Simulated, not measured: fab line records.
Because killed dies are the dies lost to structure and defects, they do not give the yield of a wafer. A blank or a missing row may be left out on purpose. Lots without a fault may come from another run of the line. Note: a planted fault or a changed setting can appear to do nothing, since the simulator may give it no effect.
One fault seen from 2 desks || flow nandHarc || only its own numbers are on each desk; what lay behind them is given at the end

== THE TOOL OWNER'S DESK: arfiScanner-03 ==
The tool's own readings at NHARC_A_M0_EXPOSE_06 (exposes mask A M0, target cd 80 nm): means of the sampled wafers that have a number, for each lot that ran on this tool. A lot is out of limits, marked OUT, if its mean lies more than 4 standard deviations from the usual mean; the brackets give that distance.
Columns: A = exposureDoseMJCm2 at NHARC_A_M0_EXPOSE_06, usual 83.25; B = stageVelMmS at NHARC_A_M0_EXPOSE_06, usual 499.95 mm/s
{"lot": "L653", "first seen here": "day 26 12:03", "A": "76.73 (-79) OUT", "B": 499.59}
{"lot": "L655", "first seen here": "day 27 21:34", "A": "78.03 (-63) OUT", "B": 500.30}
{"lot": "L657", "first seen here": "day 28 08:08", "A": "79.04 (-51) OUT", "B": 500.03}
Finding of this desk: L653, L655, L657 out of limits; the first was L653 at day 26 12:03, on exposureDoseMJCm2 at NHARC_A_M0_EXPOSE_06. In limits: none.

== FROM THE METROLOGY DESK ==
Lot by lot, what the gauges showed, no matter which tool ran the lot: averages of those sampled wafers that carry a number. A lot is out of limits, marked OUT, if its mean lies more than 4 standard deviations from the usual mean; the brackets give that distance.
Columns: A = cdNm at NHARC_A_M0_CD_MEAS_09, usual 79.7 nm
{"lot": "L645", "first seen here": "day 23 03:03", "A": 80.4}
{"lot": "L651", "first seen here": "day 25 08:07", "A": 80.1}
{"lot": "L653", "first seen here": "day 26 12:11", "A": "74.3 (-7.6) OUT"}
{"lot": "L655", "first seen here": "day 27 21:42", "A": "75.4 (-6.1) OUT"}
{"lot": "L657", "first seen here": "day 28 08:17", "A": "76.0 (-5.2) OUT"}
{"lot": "L659", "first seen here": "day 29 21:25", "A": 79.8}
{"lot": "L660", "first seen here": "day 29 23:26", "A": 78.8}
{"lot": "L658", "first seen here": "day 30 04:14", "A": 80.1}
{"lot": "L664", "first seen here": "day 31 06:35", "A": 79.6}
{"lot": "L667", "first seen here": "day 32 06:00", "A": 79.4}
Finding of this desk: L653, L655, L657 out of limits; the first was L653 at day 26 12:11, on cdNm at NHARC_A_M0_CD_MEAS_09. L645, L651, L659, L660, L658, L664, L667 stayed within limits.

== PUT TOGETHER ==
At day 26 12:03, on L653, L655, L657, the tool owner's desk was in a position to raise an alarm.
On L653, L655, L657, the metrology desk was in a position to raise an alarm at day 26 12:11.
On arfiScanner-03, each named lot ran NHARC_A_M0_EXPOSE_06.

== WHAT THE SIMULATOR HAD PUT IN ==
Drift in process parameters on arfiScanner-03 at NHARC_A_M0_EXPOSE_06, starting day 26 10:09. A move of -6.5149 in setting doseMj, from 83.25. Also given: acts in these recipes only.
Lots struck among those shown: L653, L655, L657.
Counting hours from when the fault started, the first reading out of limits came at 2 for the tool owner's desk and at 2 for the metrology desk.
